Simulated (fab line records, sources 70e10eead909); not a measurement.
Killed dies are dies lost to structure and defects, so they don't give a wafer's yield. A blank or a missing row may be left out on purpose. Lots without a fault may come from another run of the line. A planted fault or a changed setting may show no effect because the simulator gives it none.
Chamber matching | flow nand_harc | NHARC_A_WL_FILL_CMP_12 on cmp-03: 4 sister chambers
The step polishes, t overpolish 30 s, target thk 75 nm. 4 wafers are shown with their chamber, then 8 later ones without.

WAFERS WITH THEIR CHAMBER
wafer  | chamber | motor_current_A (A)
L082.6 | 3       | 12.1
L083.2 | 0       | 10.8
L083.4 | 1       | 10.6
L085.1 | 2       | 13.3

WAFERS WITHOUT THEIR CHAMBER
wafer  | motor_current_A (A)
L085.3 | 11.7
L085.5 | 11.5
L086.1 | 11.4
L086.3 | 13.9
L086.5 | 11.4
L096.1 | 14.6
L096.3 | 12.0
L096.4 | 11.4

WHICH CHAMBER EACH WENT THROUGH
wafer  | from the rows above               | in truth
L085.3 | can't be placed: 3 or 0 or 1 or 2 | 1
L085.5 | can't be placed: 3 or 0 or 1 or 2 | 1
L086.1 | can't be placed: 0 or 3 or 1 or 2 | 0
L086.3 | can't be placed: 2 or 3           | 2
L086.5 | can't be placed: 0 or 3 or 1 or 2 | 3
L096.1 | can't be placed: 2 or 3           | 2
L096.3 | can't be placed: 3 or 0 or 2 or 1 | 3
L096.4 | can't be placed: 0 or 3 or 1 or 2 | 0
Placed correctly: 0 of 8. Can't be placed from these rows: 8 (the true chamber is among the candidates in 8). Placed wrongly: 0.
How it was worked out, from the rows above alone: a wafer's distance from a chamber is the root of the sum, over the readings, of the square of ((its reading less the chamber's mean) divided by the reading's scatter). The wafer belongs to the nearest chamber; if the next one is less than 2 further off, it can't be placed. A chamber's mean is the mean of its shown wafers. The scatter: with one shown wafer a chamber, the root of the mean of the squares of how far each hidden wafer lies from its nearest shown one.
